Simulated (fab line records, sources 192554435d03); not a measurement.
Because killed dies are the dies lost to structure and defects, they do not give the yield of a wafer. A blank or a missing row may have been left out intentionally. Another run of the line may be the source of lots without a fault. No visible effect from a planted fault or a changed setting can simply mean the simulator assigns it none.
Which tool was responsible? | flow n5Finfet | Sampling: 20 lots, 60 wafers, 2 of 1938 route steps

== WHAT THE GAUGES READ, wafer by wafer ==
N5_BEOL_M10_INSPECT_58: inspects for defects (darkfield).
lot  | measured     | on               | rawDefectCount
L074 | day 10 03:56 | defectInspect-02 | 75 60 72
L076 | day 10 15:37 | defectInspect-01 | 57 44 82
L077 | day 10 19:02 | defectInspect-01 | 65 71 89
L079 | day 11 04:56 | defectInspect-01 | 84 115 106
L080 | day 11 12:28 | defectInspect-02 | 68 52 66
L081 | day 11 14:05 | defectInspect-01 | 94 135 74
L082 | day 11 15:31 | defectInspect-01 | 103 82 45
L083 | day 11 16:43 | defectInspect-01 | 119 97 88
L084 | day 12 14:49 | defectInspect-02 | 85 53 67
L086 | day 13 04:29 | defectInspect-01 | 98 51 66
L087 | day 13 04:32 | defectInspect-01 | 75 58 53
L085 | day 13 05:07 | defectInspect-01 | 62 65 101
L088 | day 13 06:08 | defectInspect-02 | 57 76 73
L089 | day 13 12:11 | defectInspect-02 | 100 74 52
L091 | day 14 01:08 | defectInspect-02 | 51 84 81
L092 | day 14 11:44 | defectInspect-02 | 63 91 60
L094 | day 15 04:02 | defectInspect-02 | 70 59 44
L096 | day 15 13:42 | defectInspect-01 | 40 38 52
L095 | day 15 17:28 | defectInspect-01 | 80 94 68
L097 | day 15 18:32 | defectInspect-02 | 62 76 79

== WHAT TOOL EACH LOT RAN ON (gives the tool, then ch and the chambers of the sampled wafers, and finally the start) ==
lot  | N5_BEOL_M10_TRENCH_ETCH_37
L074 | rieDiel-05 ch 1,2, day 10 03:56 or earlier
L076 | rieDiel-05 ch 0,1, day 10 15:37 or earlier
L077 | rieDiel-05 ch 1,2, day 10 19:02 or earlier
L079 | rieDiel-05 ch 0,2, day 11 04:56 or earlier
L080 | rieDiel-06 ch 1,2, day 11 12:28 or earlier
L081 | rieDiel-04 ch 0,2,3, day 11 14:05 or earlier
L082 | rieDiel-04 ch 0,1, day 11 15:31 or earlier
L083 | rieDiel-06 ch 0,1, day 11 16:43 or earlier
L084 | rieDiel-06 ch 0,1,2, day 12 14:49 or earlier
L086 | rieDiel-04 ch 1,2, day 13 04:29 or earlier
L087 | rieDiel-06 ch 0,1,3, day 13 04:32 or earlier
L085 | rieDiel-05 ch 0,2,3, day 13 05:07 or earlier
L088 | rieDiel-04 ch 1,2,3, day 13 06:08 or earlier
L089 | rieDiel-04 ch 1,3, day 13 12:11 or earlier
L091 | rieDiel-04 ch 0,3, day 14 01:08 or earlier
L092 | rieDiel-04 ch 0,2, day 14 11:44 or earlier
L094 | rieDiel-05 ch 0,1,2, day 15 04:02 or earlier
L096 | rieDiel-04 ch 0,1,3, day 15 13:42 or earlier
L095 | rieDiel-06 ch 1,2, day 15 17:28 or earlier
L097 | rieDiel-06 ch 0,2,3, day 15 18:32 or earlier
- N5_BEOL_M10_TRENCH_ETCH_37: etches SiCOH lowk in C4F6/O2, target depth 148.83 nm, time 48 s.

== WHAT THE TOOLS THEMSELVES READ (means of the sampled wafers that have a number; where no wafer has one, the mark that the record gives instead) ==
N5_BEOL_M10_TRENCH_ETCH_37.
lot  | tool       | biasW (W) | drypumpMotorCurrentA (A) | oesProductAu (a.u.) | rfVppV (V) | showerheadPlenumPTorr (Torr) | throttleValvePct (%)
L074 | rieDiel-05 | 185.3     | 5.2                      | 0.86                | 657        | 2.85                         | 20.79
L076 | rieDiel-05 | 185.5     | 5.4                      | 0.82                | 656        | 2.86                         | 21.05
L077 | rieDiel-05 | 185.6     | 5.3                      | 0.84                | 660        | 2.91                         | 20.70
L079 | rieDiel-05 | 185.5     | 5.6                      | 0.81                | 664        | 2.98                         | 20.85
L080 | rieDiel-06 | 185.2     | 5.5                      | 0.71                | 671        | 2.82                         | 21.27
L081 | rieDiel-04 | 184.8     | 5.7                      | 0.74                | 659        | 2.86                         | 21.16
L082 | rieDiel-04 | 185.4     | 5.7                      | 0.68                | 664        | 2.85                         | 20.92
L083 | rieDiel-06 | 185.0     | 5.1                      | 0.73                | 653        | 2.78                         | 21.18
L084 | rieDiel-06 | 184.4     | 5.2                      | 0.71                | 656        | 2.79                         | 21.20
L086 | rieDiel-04 | 185.0     | 6.1                      | 0.77                | 657        | 2.75                         | 21.09
L087 | rieDiel-06 | 185.2     | 5.1                      | 0.78                | 660        | 2.86                         | 21.18
L085 | rieDiel-05 | 185.5     | 5.9                      | 0.83                | 661        | 2.99                         | 20.89
L088 | rieDiel-04 | 184.7     | 5.7                      | 0.75                | 660        | 2.77                         | 21.07
L089 | rieDiel-04 | 184.9     | 5.4                      | 0.72                | 663        | 2.79                         | 21.05
L091 | rieDiel-04 | 184.7     | 5.3                      | 0.81                | 663        | 2.87                         | 21.05
L092 | rieDiel-04 | 184.7     | 6.1                      | 0.86                | 655        | 2.83                         | 21.11
L094 | rieDiel-05 | 184.7     | 5.4                      | 0.77                | 660        | 2.90                         | 21.00
L096 | rieDiel-04 | 184.8     | 5.5                      | 0.78                | 664        | 2.81                         | 20.91
L095 | rieDiel-06 | 184.6     | 5.4                      | 0.69                | 657        | 2.80                         | 21.23
L097 | rieDiel-06 | 185.1     | 5.0                      | 0.75                | 648        | 2.85                         | 21.12

== THE ANSWER, worked out from the rows above alone ==
Rule: what is usual is taken from the lots themselves. The widest of any qualifying gaps counts: lots, ordered by their means at a reading, are off when they make up no more than a third of the lots, leave a main group of 4 or more, and stand apart from it by 3 or more times the standard deviation of that group's means. The tables above print the reading to a certain number of digits; a main group whose means all agree to those digits is not used. Also off: a lot with no number at a reading for which 4 or more lots have one. Any other lot the step has rows for is counted as sound. After the gauges, taken in route order, come the tools' own readings; for these a lot's mean is taken, as printed above. The first step at which some lot is off is used, and at that step the reading that is off furthest; a lot without a number counts as furthest.
Across all readings shown, no lot is off: no conclusion can be drawn from this.

== WHAT WAS PUT IN BY THE SIMULATOR ==
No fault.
